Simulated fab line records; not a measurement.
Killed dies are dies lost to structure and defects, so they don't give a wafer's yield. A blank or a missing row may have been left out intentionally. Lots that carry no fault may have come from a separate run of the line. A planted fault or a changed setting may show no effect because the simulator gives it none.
What tool caused it?    flow nand_harc    at 1 step of a route of 1302, 21 lots with 63 wafers sampled

WHAT THE GAUGES READ, wafer by wafer
NHARC_A_ONON_D1_THK_MEAS_24: measures by ellipsometry.
lot   measured      on             thk_nm (nm)
L077  day 9 16:27   film_metro-02  1002 1002 999
L078  day 10 00:53  film_metro-02  1001 1001 1003
L079  day 10 00:56  film_metro-02  991 989 990
L081  day 11 00:27  film_metro-01  992 991 992
L080  day 11 00:31  film_metro-02  991 989 991
L082  day 11 14:31  film_metro-02  997 996 995
L083  day 11 21:10  film_metro-02  1001 1002 1001
L084  day 12 13:10  film_metro-02  1004 1005 1003
L085  day 12 13:10  film_metro-01  991 992 994
L086  day 13 07:28  film_metro-01  1009 1007 1008
L088  day 14 06:36  film_metro-02  1002 1003 1003
L087  day 14 06:42  film_metro-01  1006 1005 1005
L089  day 14 06:53  film_metro-02  1004 1006 1006
L090  day 15 00:04  film_metro-02  989 989 990
L091  day 15 07:25  film_metro-01  985 988 986
L092  day 15 17:55  film_metro-02  999 1000 999
L093  day 15 21:26  film_metro-01  1025 1025 1024
L094  day 16 13:08  film_metro-02  997 995 996
L095  day 16 22:29  film_metro-01  999 1000 999
L096  day 17 04:39  film_metro-02  1010 1011 1011
L097  day 17 22:12  film_metro-01  994 992 992

WHICH TOOL RAN EACH LOT (tool, then ch and the chambers of the sampled wafers, then the start)
The record shows no process step preceding these readings.

WHAT THE TOOLS THEMSELVES READ (means of the sampled wafers that have a number; where no wafer has one, the mark that the record gives instead)
The record holds no such reading with a usual standard deviation.

THE ANSWER, worked out from the rows above alone
Rule: the usual values come from the lots themselves. Put in order of their means at a reading, lots are off if they are a third of the lots or fewer, leave a main group of 4 or more, and stand apart from it by a gap of 3 or more times the standard deviation of the main group's means; of several such gaps the widest counts. The tables above print the reading to a certain number of digits; a main group whose means all agree to those digits is not used. A lot without any number at a reading at which 4 lots or more have one is off too. All remaining lots with rows at the step are treated as sound. Order of review: gauges by route order, followed by the tools' own readings, for which a lot's mean as printed above is used. The first step at which some lot is off is used, and at that step the reading that is off furthest; a lot without a number counts as furthest.
Nothing can be told from this: no lot is off at any reading shown.

WHAT THE SIMULATOR PUT IN
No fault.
